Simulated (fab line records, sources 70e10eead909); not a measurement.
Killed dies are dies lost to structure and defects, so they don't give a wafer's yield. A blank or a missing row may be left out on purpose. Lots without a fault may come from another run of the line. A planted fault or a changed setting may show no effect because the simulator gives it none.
Chamber matching | flow nand_harc | NHARC_P_M1_DEP_33 on pecvd-01: 3 sister chambers
The step deposits SiCN, target thk 30 nm. 18 wafers are shown with their chamber, then 9 later ones without.

WAFERS WITH THEIR CHAMBER
wafer  | chamber | heater_power_outer_w (W) | heater_power_w (W)
L074.3 | 2       | 255                      | 535
L074.4 | 0       | 319                      | 570
L074.5 | 1       | 382                      | 625
L076.1 | 1       | 394                      | 646
L076.3 | 2       | 335                      | 656
L076.4 | 1       | 391                      | 658
L080.2 | 2       | 274                      | 562
L080.3 | 0       | 283                      | 529
L080.5 | 2       | 276                      | 555
L085.2 | 0       | 334                      | 575
L085.4 | 0       | 327                      | 576
L085.6 | 2       | 323                      | 627
L086.2 | 1       | 349                      | 578
L086.3 | 0       | 326                      | 600
L086.6 | 2       | 309                      | 617
L090.2 | 1       | 356                      | 600
L090.5 | 2       | 296                      | 596
L090.6 | 0       | 288                      | 530

SIGNATURES (means of the wafers above)
reading              | chamber 0 | chamber 1 | chamber 2 | scatter within a chamber
heater_power_outer_w | 312.83    | 374.40    | 295.43    | 24.6
heater_power_w       | 563.33    | 621.40    | 592.57    | 36.3
Rule: a wafer's distance from a chamber is the root of the sum, over the readings, of the square of ((its reading less the chamber's mean) divided by the reading's scatter). The wafer belongs to the nearest chamber; if the next one is less than 2 further off, it can't be placed. The scatter: the root of (the sum of the squares of (reading less its chamber's mean) over the shown wafers, divided by (wafers less chambers)).

WAFERS WITHOUT THEIR CHAMBER
wafer  | heater_power_outer_w (W) | heater_power_w (W)
L092.1 | 287                      | 579
L092.3 | 346                      | 565
L092.4 | 358                      | 581
L091.2 | 360                      | 593
L091.3 | 319                      | 621
L091.6 | 359                      | 600
L096.2 | 340                      | 672
L096.3 | 360                      | 593
L096.6 | 359                      | 678

WHICH CHAMBER EACH WENT THROUGH
wafer  | from the rows above          | in truth
L092.1 | can't be placed: 2 or 0      | 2
L092.3 | can't be placed: 0 or 1 or 2 | 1
L092.4 | can't be placed: 1 or 0 or 2 | 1
L091.2 | can't be placed: 1 or 0 or 2 | 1
L091.3 | can't be placed: 2 or 0 or 1 | 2
L091.6 | can't be placed: 1 or 0 or 2 | 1
L096.2 | can't be placed: 1 or 2 or 0 | 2
L096.3 | can't be placed: 1 or 0 or 2 | 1
L096.6 | can't be placed: 1 or 2 or 0 | 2
Placed correctly: 0 of 9. Can't be placed from these rows: 9 (the true chamber is among the candidates in 9). Placed wrongly: 0.
